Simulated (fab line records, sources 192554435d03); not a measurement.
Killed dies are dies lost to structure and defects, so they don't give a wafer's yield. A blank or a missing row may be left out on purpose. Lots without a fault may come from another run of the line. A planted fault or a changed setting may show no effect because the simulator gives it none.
Split-lot experiment | flow n5_finfet | 7 lots, 21 wafers read, on a route of 1938 steps

THE SPLIT
At N5_BEOL_M4_ILD_DEP_00 (deposits SiOC from DEMS/O2, target thk 79 nm, time 15.3 s), the setting time_s was moved away from the recipe's 15.3 s on 7 of the 21 wafers read, by -5.7% to +13.5%. The other wafers ran this setting at the recipe's value.

The file shows no step between the split and the reading.

THE READING
M4_ILD_THK, in nm, at N5_BEOL_M4_THK_MEAS_01. Fault-free wafers of this fab line usually give 79.1 nm, standard deviation 1 nm.

wafer  | tool, chamber at the split | time_s as run, s | against the recipe | M4_ILD_THK, nm | against lot-mates on the recipe
L074.1 | pecvd-04, 0                | 14.43            | -5.7%              | 72.2           | -6.8
L074.4 | pecvd-04, 1                | 15.3             | recipe             | 79.0           | -
L074.5 | pecvd-04, 1                | 15.3             | recipe             | 78.9           | -
L077.2 | pecvd-04, 1                | 15.3             | recipe             | 76.7           | -
L077.3 | pecvd-04, 0                | 15.3             | recipe             | 78.1           | -
L077.4 | pecvd-04, 1                | 15.3             | recipe             | 78.3           | -
L084.1 | pecvd-01, 0                | 16.76            | +9.5%              | 85.3           | +7.3
L084.2 | pecvd-01, 1                | 15.3             | recipe             | 78.0           | -
L084.5 | pecvd-01, 0                | 16.76            | +9.5%              | 86.4           | +8.4
L085.1 | pecvd-03, 2                | 15.3             | recipe             | 78.7           | -
L085.2 | pecvd-03, 0                | 15.3             | recipe             | 78.4           | -
L085.4 | pecvd-03, 1                | 15.3             | recipe             | 80.2           | -
L086.1 | pecvd-01, 1                | 17.37            | +13.5%             | 88.5           | +8.9
L086.3 | pecvd-01, 1                | 17.37            | +13.5%             | 89.8           | +10.2
L086.6 | pecvd-01, 1                | 15.3             | recipe             | 79.6           | -
L087.1 | pecvd-04, 2                | 15.3             | recipe             | 77.9           | -
L087.2 | pecvd-04, 0                | 15.3             | recipe             | 78.9           | -
L087.5 | pecvd-04, 0                | 15.3             | recipe             | 79.8           | -
L093.3 | pecvd-03, 0                | 15.3             | recipe             | 79.1           | -
L093.4 | pecvd-03, 0,2              | 16.8             | +9.8%              | 87.2           | +8.1
L093.6 | pecvd-03, 0,2              | 16.8             | +9.8%              | 87.2           | +8.1
Where a row lists several chambers, the file gives one row for several wafers and doesn't say which wafer went through which chamber.

THE FIT
A straight line over all 21 wafers: M4_ILD_THK changes by +0.82 nm for each +1% of time_s; r = +0.98; the points scatter about the line by 0.94 nm.
The same after taking each lot's own level away (the mean of its wafers on the recipe; 21 wafers): +0.797 nm for each +1%; r = +0.98; scatter 0.87 nm.
On that fit, the largest move of time_s shifts the reading by 11 nm.
The lots' own levels span 77.70 to 79.60 nm, that is 1.9 times the standard deviation above.
So the lot-to-lot level changes the slope little: the two slopes agree.
Check: with one of the wafers moved furthest among these (+13.5%) left out of the fit, the line predicts +11.1 nm for it against its lot-mates. It came out at +8.9 nm against them.

OTHER SPLITS ON THESE WAFERS
These wafers also went through other splits before the reading. Each is held against what the fit with the lots' levels taken away leaves over:
other split on the same wafers | wafers away from the commonest value | r with M4_ILD_THK (lot level and that fit taken away)
N5_BEOL_M3_EXPOSE_08 dose_mj   | 8                                    | -0.06
N5_BEOL_M3_COAT_76 spin_rpm    | 9                                    | +0.36
N5_BEOL_M3_COAT_22 spin_rpm    | 6                                    | -0.33

THE WHOLE CHAIN: every reading that the file lists as answering this split, in the file's order
step                   | what it does                                              | reading                                                                            | change (the file's fit)               | r (the file's)
N5_BEOL_M4_ILD_DEP_00  | deposits SiOC from DEMS/O2, target thk 79 nm, time 15.3 s | SiOC_of_BEOL_M4_ILD_DEP_00.thk_nm (the simulator's own value, which no gauge read) | +0.797 nm for each +1% of the setting | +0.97
N5_BEOL_M4_THK_MEAS_01 |                                                           | M4_ILD_THK                                                                         | +0.799 for each +1% of the setting    | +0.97

THE FILE'S OWN FIT
M4_ILD_THK changes by +0.799 nm for each +1% of time_s, r = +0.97.
